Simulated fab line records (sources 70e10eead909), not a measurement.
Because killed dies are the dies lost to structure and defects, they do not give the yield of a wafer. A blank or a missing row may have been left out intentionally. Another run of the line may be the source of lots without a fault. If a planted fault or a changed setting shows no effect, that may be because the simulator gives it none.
8D (eight disciplines) problem report, filled in by code :: flow nand harc :: the parts of the form that need people (team, actions taken, sign-off) are left out

== 1. THE ISSUE ==
Mean of killed dies at NHARC_END_SORT_01: 676 across 2 wafers in 2 lots; on wafers with no fault it is 63 (standard deviation 24). That is +26 standard deviations from the usual mean.
The first sign was on wafer L568.1 at day 33 06:24, on prober-02. At this step, 5 wafers from 2 lots have a number in the record. Rule for "out", or "out of limits": more than 4 standard deviations from the usual mean. All remaining wafers that have a number are taken as sound.

== 2. WHAT IT IS, AND WHAT IT ISN'T ==
question: which readings at this step
is: killed dies, killed at array
is not: killed at other, killed at periphery, killed short

question: which lots
is: L567, L568
is not: -

question: which wafers of those lots
is: L567.1, L568.1
is not: L567.2, L568.4, L568.5

question: read on which gauges
is: prober-02
is not: -

question: when
is: from day 33 06:24
is not: up to then (0 sound wafers); but 3 sound wafers of L567, L568 came after

== 3. THE SUSPECTS, EACH WITH WHAT RULES IT OUT ==
Counting: a tool at a process step up to the reading stays a suspect if it ran every lot that is out. Sound lots after the first of them don't rule it out here, since some wafers of a struck lot are sound.
- the gauge at NHARC_END_SORT_01 is ruled out. All the wafers that are out were read on prober-02, but those of them that NHARC_A_STAIRCASE_ETCH_19 has rows for are out there too, on other tools.
- rie diel-05 at NHARC_A_STAIRCASE_ETCH_13 (etches the open film in C4F8/O2, target depth 100 nm, time 40.5 s): kept. It ran every lot that is out, first L568 (day 24 07:02). Because NHARC_A_STAIRCASE_ETCH_13 lacks a start for some lots, the hours and order of its lots are taken from NHARC_A_STAIRCASE_ETCH_19.
- rie diel-05 at NHARC_A_STAIRCASE_ETCH_15 (etches the open film in C4F8/O2, target depth 100 nm, time 40.5 s): kept. It ran every lot that is out, first L568 (day 24 07:02). Because NHARC_A_STAIRCASE_ETCH_15 lacks a start for some lots, the hours and order of its lots are taken from NHARC_A_STAIRCASE_ETCH_19.
- rie diel-05 at NHARC_A_STAIRCASE_ETCH_19 (etches the open film in C4F8/O2, target depth 100 nm, time 40.5 s): kept. It ran every lot that is out, first L568 (day 24 07:02). Its own run length s readings are out on those wafers.
Still standing after the count: rie diel-05 at NHARC_A_STAIRCASE_ETCH_13, rie diel-05 at NHARC_A_STAIRCASE_ETCH_15, rie diel-05 at NHARC_A_STAIRCASE_ETCH_19.

== 4. THE CAUSE (what the simulator had put in) ==
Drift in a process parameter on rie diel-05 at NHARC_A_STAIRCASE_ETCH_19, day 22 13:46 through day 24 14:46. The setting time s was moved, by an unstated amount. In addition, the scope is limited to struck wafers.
Of the 3 suspects that counting leaves, this tool is one.

== 5. THE CHAIN OF EFFECTS, in route order ==
Each row: a reading where the mean over the struck wafers with a number is more than 3 standard deviations away from the usual. Only readings whose record carries a usual standard deviation are examined. hours: median over the lots of the time between each lot's start at the first step of this table that gives one and its start at this step. sigmas: the change, counted in usual standard deviations.
hours: 0
step: NHARC_A_STAIRCASE_ETCH_19
reading: run length s
usual: 61.9 s
on struck wafers: 74.2
change: +12.3
sigmas: +28

hours: 218
step: NHARC_END_SORT_01
reading: killed at array
usual: 59
on struck wafers: 672
change: +613
sigmas: +26

hours: 218
step: NHARC_END_SORT_01
reading: killed dies
usual: 63
on struck wafers: 676
change: +614
sigmas: +26
The process steps in it:
- NHARC_A_STAIRCASE_ETCH_19: etches the open film in C4F8/O2, target depth 100 nm, time 40.5 s.

== 6. WHAT WOULD HAVE CAUGHT IT SOONER ==
In this record the first reading out of limits at a measuring or inspecting step was taken at day 33 06:24, 257 hours after the fault began at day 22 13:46.
Tool's own readings at NHARC_A_STAIRCASE_ETCH_19, run length s: out on all struck wafers the step has rows for; an alarm limit on them would have tripped on the first.
The start of NHARC_A_STAIRCASE_ETCH_19 on rie diel-05 came by day 33 06:24 for every one of the lots that are out (2). A hold on the tool at that time would have spared none of them.
